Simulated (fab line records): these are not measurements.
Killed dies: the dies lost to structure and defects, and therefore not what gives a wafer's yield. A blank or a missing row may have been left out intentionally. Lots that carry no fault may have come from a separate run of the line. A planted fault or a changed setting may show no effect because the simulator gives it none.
Matching of chambers || flow n5_finfet || N5_BEOL_M0_SAQP_ETCH_84 on rie_diel-01: 4 sister chambers
The step etches SOC in N2/H2, target depth 100 nm, overetch 20 nm, time 150 s. 8 wafers are shown with their chamber, then 12 later ones without.

== EACH WAFER AND ITS CHAMBER ==
{"wafer": "L084.3", "chamber": 3, "drypump_motor_current_A (A)": 6.1, "throttle_valve_pct (%)": 17.67}
{"wafer": "L084.4", "chamber": 1, "drypump_motor_current_A (A)": 5.4, "throttle_valve_pct (%)": 17.25}
{"wafer": "L087.2", "chamber": 0, "drypump_motor_current_A (A)": 5.5, "throttle_valve_pct (%)": 17.54}
{"wafer": "L087.5", "chamber": 0, "drypump_motor_current_A (A)": 5.5, "throttle_valve_pct (%)": 17.54}
{"wafer": "L087.6", "chamber": 1, "drypump_motor_current_A (A)": 5.4, "throttle_valve_pct (%)": 17.25}
{"wafer": "L089.1", "chamber": 2, "drypump_motor_current_A (A)": 5.3, "throttle_valve_pct (%)": 17.29}
{"wafer": "L089.4", "chamber": 3, "drypump_motor_current_A (A)": 6.0, "throttle_valve_pct (%)": 17.68}
{"wafer": "L089.6", "chamber": 2, "drypump_motor_current_A (A)": 5.2, "throttle_valve_pct (%)": 17.26}

== WAFERS WHOSE CHAMBER IS MISSING ==
{"wafer": "L091.2", "drypump_motor_current_A (A)": 6.0, "throttle_valve_pct (%)": 17.70}
{"wafer": "L091.3", "drypump_motor_current_A (A)": 5.4, "throttle_valve_pct (%)": 17.26}
{"wafer": "L091.5", "drypump_motor_current_A (A)": 5.5, "throttle_valve_pct (%)": 17.56}
{"wafer": "L092.1", "drypump_motor_current_A (A)": 5.5, "throttle_valve_pct (%)": 17.57}
{"wafer": "L092.2", "drypump_motor_current_A (A)": 6.1, "throttle_valve_pct (%)": 17.71}
{"wafer": "L092.5", "drypump_motor_current_A (A)": 5.5, "throttle_valve_pct (%)": 17.55}
{"wafer": "L093.3", "drypump_motor_current_A (A)": 5.3, "throttle_valve_pct (%)": 17.31}
{"wafer": "L093.5", "drypump_motor_current_A (A)": 5.3, "throttle_valve_pct (%)": 17.31}
{"wafer": "L093.6", "drypump_motor_current_A (A)": 6.0, "throttle_valve_pct (%)": 17.70}
{"wafer": "L095.2", "drypump_motor_current_A (A)": 5.3, "throttle_valve_pct (%)": 17.31}
{"wafer": "L095.5", "drypump_motor_current_A (A)": 5.5, "throttle_valve_pct (%)": 17.56}
{"wafer": "L095.6", "drypump_motor_current_A (A)": 6.1, "throttle_valve_pct (%)": 17.72}

== CHAMBER TAKEN BY EACH ==
{"wafer": "L091.2", "from the rows above": 3, "in truth": 3}
{"wafer": "L091.3", "from the rows above": 1, "in truth": 1}
{"wafer": "L091.5", "from the rows above": 0, "in truth": 0}
{"wafer": "L092.1", "from the rows above": 0, "in truth": 0}
{"wafer": "L092.2", "from the rows above": 3, "in truth": 3}
{"wafer": "L092.5", "from the rows above": 0, "in truth": 0}
{"wafer": "L093.3", "from the rows above": 2, "in truth": 2}
{"wafer": "L093.5", "from the rows above": 2, "in truth": 2}
{"wafer": "L093.6", "from the rows above": 3, "in truth": 3}
{"wafer": "L095.2", "from the rows above": 2, "in truth": 2}
{"wafer": "L095.5", "from the rows above": 0, "in truth": 0}
{"wafer": "L095.6", "from the rows above": 3, "in truth": 3}
Placed correctly: 12 of 12. Left unplaced by these rows: 0. 0 placed wrongly.
How it was worked out, from the rows above alone: a wafer's distance from a chamber is the root of the sum, over the readings, of the square of ((its reading less the chamber's mean) divided by the reading's scatter). If the next closest chamber is less than 2 further off than the closest, the wafer can't be placed; otherwise it belongs to the closest. The mean given for a chamber averages the wafers shown for that chamber. The scatter: the root of (the sum of the squares of (reading less its chamber's mean) over the shown wafers, divided by (wafers less chambers)).
